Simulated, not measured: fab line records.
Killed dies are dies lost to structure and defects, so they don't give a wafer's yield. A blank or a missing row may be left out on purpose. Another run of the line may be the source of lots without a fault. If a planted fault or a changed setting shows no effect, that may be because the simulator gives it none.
Matching of chambers + flow n5_finfet + 3 sister chambers for N5_BEOL_M6_CURE_75 on uv_cure-02
The step cures SiCOH lowk, time 120 s. 6 wafers are shown with their chamber, then 9 later ones without.

== EACH WAFER AND ITS CHAMBER ==
| wafer  | chamber | wafer_temp_C_max | lamp_power_pct (%) |
|--------|---------|------------------|--------------------|
| L077.3 | 0       | 371.2            | 52.41              |
| L077.4 | 0       | 371.6            | 52.45              |
| L080.5 | 1       | 371.8            | 52.36              |
| L080.6 | 1       | 371.6            | 52.40              |
| L085.2 | 2       | 372.4            | 52.24              |
| L085.5 | 2       | 371.1            | 52.39              |

== WAFERS WHOSE CHAMBER IS MISSING ==
| wafer  | wafer_temp_C_max | lamp_power_pct (%) |
|--------|------------------|--------------------|
| L092.1 | 370.9            | 52.30              |
| L092.3 | 370.9            | 52.31              |
| L092.4 | 370.9            | 52.26              |
| L094.3 | 372.9            | 52.25              |
| L094.4 | 371.8            | 52.28              |
| L094.6 | 371.9            | 52.32              |
| L096.2 | 371.7            | 52.31              |
| L096.3 | 371.8            | 52.34              |
| L096.5 | 371.4            | 52.33              |

== EACH ONE'S CHAMBER ==
| wafer  | from the rows above          | in truth |
|--------|------------------------------|----------|
| L092.1 | can't be placed: 2 or 1 or 0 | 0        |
| L092.3 | can't be placed: 2 or 1 or 0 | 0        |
| L092.4 | can't be placed: 2 or 1 or 0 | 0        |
| L094.3 | can't be placed: 2 or 1 or 0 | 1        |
| L094.4 | can't be placed: 2 or 1 or 0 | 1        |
| L094.6 | can't be placed: 2 or 1 or 0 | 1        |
| L096.2 | can't be placed: 2 or 1 or 0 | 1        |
| L096.3 | can't be placed: 2 or 1 or 0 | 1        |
| L096.5 | can't be placed: 2 or 1 or 0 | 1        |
Placed correctly: 0 of 9. Unplaceable from these rows: 9, with the true chamber sitting among the candidates in 9. 0 placed wrongly.
How it was worked out, from the rows above alone: a wafer's distance from a chamber is the root of the sum, over the readings, of the square of ((its reading less the chamber's mean) divided by the reading's scatter). The wafer belongs to the nearest chamber; if the next one is less than 2 further off, it can't be placed. A chamber's mean is the mean of its shown wafers. How the scatter is found: for the shown wafers, subtract from each reading the mean of its chamber, square and add these, divide the total by (wafers less chambers), then take the root.
